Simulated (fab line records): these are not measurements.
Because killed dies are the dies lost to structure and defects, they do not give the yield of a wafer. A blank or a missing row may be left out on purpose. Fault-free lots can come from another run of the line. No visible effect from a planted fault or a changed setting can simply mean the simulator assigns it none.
fab line records + flow nand-harc
record:
- lots: 6
- wafers: 18
- last-day: 24
route steps=1159 shown A_ONON_D1@434 END@1159
lots with no fault: from the same line, run without faults
start-h: hours from the record's first day to the start of the lot's first wafer shown + wait-h: hours from the lot's prior step to this one + " as in the row above + L1.1+2: one row covering several wafers at once + - no value, or no start given + * or withheld: withheld + < > ~ a bound
route shown NAME@n: NAME is a module with steps in the file, n the number in the route of the first one + usual: mean and standard deviation over wafers with no fault + same: alike in all rows + chamber/n: place in a boat + sites: per-site readings + _std_site: standard deviation across them + _edge_site: outer sites' mean less inner sites' + radius-mm: how far each site lies from the wafer's centre + mask NAME#n: copy n + behind: the last tool/chamber to shape the wafer + hold: why the lot was held/for how many hours/how that ended + device: the transistor (n, p or np) that didn't switch + end of line: at the end of the route, the tests of the same wafers + for a step that has no rows: nothing shown but its recipe + killed: at the first sort, the dies lost to defects and structure; wafer yield is something else + map: a wafer's dies, x killed, . not, _ none there
set.NAME: the run value of the setting; set.NAME@STEP: its run value at that earlier step + model.NAME: the simulator's own value behind a step, which no gauge read
a table for each step, a row for each wafer; lots at some steps of the route
services: when a tool's chamber went out of use (start-h, in hours from the record's first day, below 0 if earlier), for how many hours, and the reason
== steps ==
step: NHARC_A_ONON_D1_ANNEAL_15
recipe:
- temp-c: 750
- time-s: 3600
step: NHARC_A_ONON_D1_DEP_16
recipe:
- target-thk-a: 10000
- n2-flow-sccm: 2750
- n2o-flow-sccm: 2000
- nh3-flow-sccm: 500
- sih4-flow-sccm: 210
- temp-c: 400
step: NHARC_A_ONON_D1_THK_MEAS_18
recipe:
- thk-meas-gauge: ellipsometry
usual:
- thk-nm: 1001/8.9
| lot.wafer | tool          | chamber | start-h | wait-h | thk-nm |
|-----------|---------------|---------|---------|--------|--------|
| L492.1    | film-metro-02 | -       | 186.71  | -      | 1019   |
| L492.2    | "             | -       | "       | "      | 1018   |
| L492.4    | "             | -       | "       | "      | 1017   |
| L493.3    | film-metro-01 | -       | 186.71  | -      | 1013   |
| L493.5    | "             | -       | "       | "      | 1012   |
| L493.6    | "             | -       | "       | "      | 1015   |
| L499.1    | film-metro-02 | -       | 225.03  | -      | 999    |
| L499.2    | "             | -       | "       | "      | 997    |
| L499.3    | "             | -       | "       | "      | 999    |
| L502.2    | film-metro-02 | -       | 247.42  | -      | 986    |
| L502.4    | "             | -       | "       | "      | 986    |
| L502.5    | "             | -       | "       | "      | 987    |
| L508.3    | film-metro-01 | -       | 273.38  | -      | 993    |
| L508.4    | "             | -       | "       | "      | 993    |
| L508.6    | "             | -       | "       | "      | 994    |
| L510.3    | film-metro-02 | -       | 291.20  | -      | 997    |
| L510.5    | "             | -       | "       | "      | 996    |
| L510.6    | "             | -       | "       | "      | 995    |
step: NHARC_A_ONON_D1_DEP_19
recipe:
- target-thk-a: 10000
- n2-flow-sccm: 2750
- n2o-flow-sccm: 2000
- nh3-flow-sccm: 500
- sih4-flow-sccm: 210
- temp-c: 400
step: NHARC_A_ONON_D1_THK_MEAS_21
recipe:
- thk-meas-gauge: ellipsometry
usual:
- thk-nm: 999/9.2
| lot.wafer | tool          | chamber | start-h | wait-h | thk-nm |
|-----------|---------------|---------|---------|--------|--------|
| L493.3    | film-metro-02 | -       | 187.28  | -      | 985    |
| L493.5    | "             | -       | "       | "      | 984    |
| L493.6    | "             | -       | "       | "      | 985    |
| L492.1    | film-metro-01 | -       | 187.28  | -      | 986    |
| L492.2    | "             | -       | "       | "      | 985    |
| L492.4    | "             | -       | "       | "      | 986    |
| L499.1    | film-metro-02 | -       | 225.59  | -      | 1000   |
| L499.2    | "             | -       | "       | "      | 998    |
| L499.3    | "             | -       | "       | "      | 1000   |
| L502.2    | film-metro-01 | -       | 248.46  | -      | 1012   |
| L502.4    | "             | -       | "       | "      | 1012   |
| L502.5    | "             | -       | "       | "      | 1011   |
| L508.3    | film-metro-02 | -       | 273.95  | -      | 1000   |
| L508.4    | "             | -       | "       | "      | 1000   |
| L508.6    | "             | -       | "       | "      | 1000   |
| L510.3    | film-metro-01 | -       | 291.77  | -      | 1001   |
| L510.5    | "             | -       | "       | "      | 1001   |
| L510.6    | "             | -       | "       | "      | 1000   |
step: NHARC_A_ONON_D1_DEP_22
recipe:
- target-thk-a: 10000
- n2-flow-sccm: 2750
- n2o-flow-sccm: 2000
- nh3-flow-sccm: 500
- sih4-flow-sccm: 210
- temp-c: 400
step: NHARC_A_ONON_D1_THK_MEAS_24
recipe:
- thk-meas-gauge: ellipsometry
usual:
- thk-nm: 998/12
| lot.wafer | tool          | chamber | start-h | wait-h | thk-nm |
|-----------|---------------|---------|---------|--------|--------|
| L493.3    | film-metro-01 | -       | 187.85  | -      | 1005   |
| L493.5    | "             | -       | "       | "      | 1004   |
| L493.6    | "             | -       | "       | "      | 1005   |
| L492.1    | film-metro-02 | -       | 187.85  | -      | 975    |
| L492.2    | "             | -       | "       | "      | 975    |
| L492.4    | "             | -       | "       | "      | 975    |
| L499.1    | film-metro-01 | -       | 226.15  | -      | 993    |
| L499.2    | "             | -       | "       | "      | 992    |
| L499.3    | "             | -       | "       | "      | 993    |
| L502.2    | film-metro-01 | -       | 249.17  | -      | 996    |
| L502.4    | "             | -       | "       | "      | 998    |
| L502.5    | "             | -       | "       | "      | 997    |
| L508.3    | film-metro-02 | -       | 274.51  | -      | 985    |
| L508.4    | "             | -       | "       | "      | 983    |
| L508.6    | "             | -       | "       | "      | 984    |
| L510.3    | film-metro-02 | -       | 292.33  | -      | 1016   |
| L510.5    | "             | -       | "       | "      | 1013   |
| L510.6    | "             | -       | "       | "      | 1015   |
step: NHARC_A_ONON_D1_DEP_25
recipe:
- target-thk-a: 10000
- n2-flow-sccm: 2750
- n2o-flow-sccm: 2000
- nh3-flow-sccm: 500
- sih4-flow-sccm: 210
- temp-c: 400
step: NHARC_A_ONON_D1_THK_MEAS_27
recipe:
- thk-meas-gauge: ellipsometry
usual:
- thk-nm: 999/11
| lot.wafer | tool          | chamber | start-h | wait-h | thk-nm |
|-----------|---------------|---------|---------|--------|--------|
| L493.3    | film-metro-02 | -       | 188.41  | -      | 995    |
| L493.5    | "             | -       | "       | "      | 993    |
| L493.6    | "             | -       | "       | "      | 995    |
| L492.1    | film-metro-01 | -       | 188.42  | -      | 1017   |
| L492.2    | "             | -       | "       | "      | 1017   |
| L492.4    | "             | -       | "       | "      | 1017   |
| L499.1    | film-metro-02 | -       | 226.73  | -      | 984    |
| L499.2    | "             | -       | "       | "      | 984    |
| L499.3    | "             | -       | "       | "      | 984    |
| L502.2    | film-metro-02 | -       | 249.73  | -      | 999    |
| L502.4    | "             | -       | "       | "      | 1000   |
| L502.5    | "             | -       | "       | "      | 1000   |
| L508.3    | film-metro-01 | -       | 275.08  | -      | 1006   |
| L508.4    | "             | -       | "       | "      | 1005   |
| L508.6    | "             | -       | "       | "      | 1007   |
| L510.3    | film-metro-01 | -       | 292.90  | -      | 998    |
| L510.5    | "             | -       | "       | "      | 997    |
| L510.6    | "             | -       | "       | "      | 998    |
step: NHARC_A_ONON_D1_DEP_28
recipe:
- target-thk-a: 10000
- n2-flow-sccm: 2750
- n2o-flow-sccm: 2000
- nh3-flow-sccm: 500
- sih4-flow-sccm: 210
- temp-c: 400
step: NHARC_A_ONON_D1_THK_MEAS_30
recipe:
- thk-meas-gauge: ellipsometry
usual:
- thk-nm: 998/9.5
| lot.wafer | tool          | chamber | start-h | wait-h | thk-nm |
|-----------|---------------|---------|---------|--------|--------|
| L493.3    | film-metro-01 | -       | 188.98  | -      | 1006   |
| L493.5    | "             | -       | "       | "      | 1005   |
| L493.6    | "             | -       | "       | "      | 1006   |
| L492.1    | film-metro-01 | -       | 188.98  | -      | 982    |
| L492.2    | "             | -       | "       | "      | 980    |
| L492.4    | "             | -       | "       | "      | 980    |
| L499.1    | film-metro-02 | -       | 227.30  | -      | 996    |
| L499.2    | "             | -       | "       | "      | 997    |
| L499.3    | "             | -       | "       | "      | 994    |
| L502.2    | film-metro-01 | -       | 250.29  | -      | 997    |
| L502.4    | "             | -       | "       | "      | 999    |
| L502.5    | "             | -       | "       | "      | 997    |
| L508.3    | film-metro-02 | -       | 275.64  | -      | 1011   |
| L508.4    | "             | -       | "       | "      | 1010   |
| L508.6    | "             | -       | "       | "      | 1012   |
| L510.3    | film-metro-01 | -       | 293.47  | -      | 984    |
| L510.5    | "             | -       | "       | "      | 985    |
| L510.6    | "             | -       | "       | "      | 986    |
step: NHARC_A_ONON_D1_DEP_33
recipe:
- target-thk-a: 2000
- temp-c: 400
- pressure-torr: 6.5
- rf-w: 900
- teos-flow-sccm: 161.4
- flow-sccm: 2650
- target-thk-nm: 200
- gas: O2
- material: SiO2
usual:
- heater-power-w: 515/77
- mfc-precursor-sccm: 161.4/0.45
- throttle-valve-pct: 15.8/0.43
| lot.wafer | tool     | chamber | start-h | wait-h | heater-power-w | mfc-precursor-sccm | throttle-valve-pct |
|-----------|----------|---------|---------|--------|----------------|--------------------|--------------------|
| L493.3    | pecvd-01 | 1       | 189.03  | 0.1    | 545            | 161.3              | 16.5               |
| L493.5    | "        | 2       | "       | "      | 615            | 160.9              | 16.7               |
| L493.6    | "        | 0       | "       | "      | 478            | 161.1              | 15.9               |
| L492.1    | pecvd-02 | 0       | 189.04  | 0.1    | 415            | 161.7              | 15.2               |
| L492.2    | "        | 1       | "       | "      | 420            | 161.6              | 15.8               |
| L492.4    | "        | 1       | "       | "      | 437            | 161.0              | 15.7               |
| L499.3    | pecvd-01 | 0       | 227.36  | 0.1    | 514            | 234.9              | 16.4               |
| L499.2    | "        | 1       | "       | "      | 552            | 234.7              | 17.5               |
| L499.1    | "        | 2       | "       | "      | 604            | 235.0              | 17.4               |
| L502.2    | pecvd-01 | 1       | 250.35  | 0.1    | 504            | 235.6              | 17.2               |
| L502.4    | "        | 2       | "       | "      | 589            | 235.1              | 16.5               |
| L502.5    | "        | 0       | "       | "      | 446            | 236.1              | 16.2               |
| L508.3    | pecvd-02 | 1       | 275.70  | 0.1    | 540            | 161.0              | 15.7               |
| L508.4    | "        | 1       | "       | "      | 542            | 160.7              | 15.9               |
| L508.6    | "        | 0       | "       | "      | 383            | 162.2              | 15.8               |
| L510.3    | pecvd-02 | 2       | 293.57  | 0.1    | 476            | 161.7              | 15.2               |
| L510.5    | "        | 2       | "       | "      | 478            | 162.5              | 15.7               |
| L510.6    | "        | 0       | "       | "      | 421            | 161.2              | 15.7               |
step: NHARC_A_ONON_D1_THK_MEAS_34
recipe:
- thk-meas-gauge: ellipsometry
usual:
- thk-nm: 199.4/2.7
| lot.wafer | tool          | chamber | start-h | wait-h | hold                     | thk-nm |
|-----------|---------------|---------|---------|--------|--------------------------|--------|
| L493.3    | film-metro-01 | -       | 189.45  | -      | -                        | 195.7  |
| L493.5    | "             | -       | "       | "      | -                        | 201.9  |
| L493.6    | "             | -       | "       | "      | -                        | 199.5  |
| L492.1    | film-metro-02 | -       | 189.45  | -      | -                        | 197.3  |
| L492.2    | "             | -       | "       | "      | -                        | 202.1  |
| L492.4    | "             | -       | "       | "      | -                        | 199.7  |
| L499.1    | film-metro-02 | -       | 227.78  | -      | await-dispo/0.2h/release | 285.7  |
| L499.2    | "             | -       | "       | "      | await-dispo/0.2h/release | 287.8  |
| L499.3    | "             | -       | "       | "      | await-dispo/0.2h/release | 290.4  |
| L499.1    | film-metro-02 | -       | 227.95  | 0.2    | -                        | 286.3  |
| L499.2    | "             | -       | "       | "      | -                        | 287.0  |
| L499.3    | "             | -       | "       | "      | -                        | 291.4  |
| L502.2    | film-metro-02 | -       | 250.76  | -      | await-dispo/0.2h/release | 286.8  |
| L502.4    | "             | -       | "       | "      | await-dispo/0.2h/release | 288.8  |
| L502.5    | "             | -       | "       | "      | await-dispo/0.2h/release | 291.4  |
| L502.2    | film-metro-02 | -       | 250.93  | 0.2    | -                        | 287.4  |
| L502.4    | "             | -       | "       | "      | -                        | 288.6  |
| L502.5    | "             | -       | "       | "      | -                        | 290.3  |
| L508.3    | film-metro-02 | -       | 276.11  | -      | -                        | 201.1  |
| L508.4    | "             | -       | "       | "      | -                        | 201.2  |
| L508.6    | "             | -       | "       | "      | -                        | 204.1  |
| L510.3    | film-metro-01 | -       | 293.94  | -      | -                        | 194.0  |
| L510.5    | "             | -       | "       | "      | -                        | 200.7  |
| L510.6    | "             | -       | "       | "      | -                        | 202.0  |
step: NHARC_END_SORT_01
recipe:
- temp-c: 25
usual:
- killed-at-array: 28/10
- killed-at-other: 0.5/0.82
- killed-at-periphery: 3.4/2.2
- killed-dies: 31/10
- killed-open: 3.4/1.9
- killed-short: 1.9/1.3
same:
- gross-dies: 677
| lot.wafer | tool      | chamber | start-h | wait-h | killed-at-array | killed-at-other | killed-at-periphery | killed-dies | killed-open | killed-short |
|-----------|-----------|---------|---------|--------|-----------------|-----------------|---------------------|-------------|-------------|--------------|
| L502.2    | prober-02 | 0       | 556.02  | 2.8    | 38              | 0               | 2                   | 40          | 5           | 2            |
killed by level:class
L502.2 A_CHANNEL_HOLE_D1:chamber-film-flake=20 A_STAIRCASE:chamber-film-flake=5 A_BLC:chamber-film-flake=4 A_CONTACT:chamber-film-flake=3 A_CONTACT:geometric-particle:open=2 A_M0:geometric-particle:open=2 P_M2:geometric-particle:open=1 A_WL_FILL:geometric-particle:short=1
== services ==
| tool     | chamber | start-h | hours | kind       |
|----------|---------|---------|-------|------------|
| pecvd-02 | 0       | 166.22  | -     | clean      |
| pecvd-02 | 1       | 166.22  | -     | clean      |
| pecvd-02 | 2       | 166.22  | -     | clean      |
| pecvd-01 | -       | 237.19  | 13.0  | pm         |
| pecvd-01 | 0       | 237.19  | 13.0  | vent-cycle |
| pecvd-01 | 1       | 237.19  | 13.0  | vent-cycle |
| pecvd-01 | 2       | 237.19  | 13.0  | vent-cycle |
| pecvd-01 | 0       | 250.19  | -     | clean      |
| pecvd-01 | 1       | 250.19  | -     | clean      |
| pecvd-01 | 2       | 250.19  | -     | clean      |
== key ==
first-sign:
- step: NHARC_A_ONON_D1_DEP_33
- reading: mfc-precursor-sccm
- direction: up
- sigmas: 99+
- usual: 161.4
- struck: 235.2
effect:
- step: NHARC_A_ONON_D1_DEP_33
- reading: throttle-valve-pct
- direction: up
- sigmas: 2.4
- usual: 15.8
- struck: 16.9
effect:
- step: NHARC_A_ONON_D1_THK_MEAS_34
- reading: visit
- direction: added
effect:
- step: NHARC_A_ONON_D1_THK_MEAS_34
- reading: thk-nm
- direction: up
- sigmas: 34
- usual: 199.4
- struck: 288.5
met-at NHARC_A_ONON_D1_DEP_33
struck-wafers L499.1,L499.2,L499.3,L502.2,L502.4,L502.5
tester-left-out L499,L502
onset-between 189.03 227.36
fault:
- kind: process-parameter-drift
- tool: pecvd-01
- chamber: -
- onset-h: 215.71
- steps: NHARC_A_ONON_D1_DEP_33
- channel: teos-flow-sccm
- offset: *
- shape: step
- end-h: 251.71
- acts-in: *
- stated: *
tester-left-out: of these lots the tester's yield and bins aren't shown, on N5 and GAA mostly nor the transistor test; their killed dies are dies lost to structure and defects alone, not to doping, threshold or leakage, so they don't give the yield
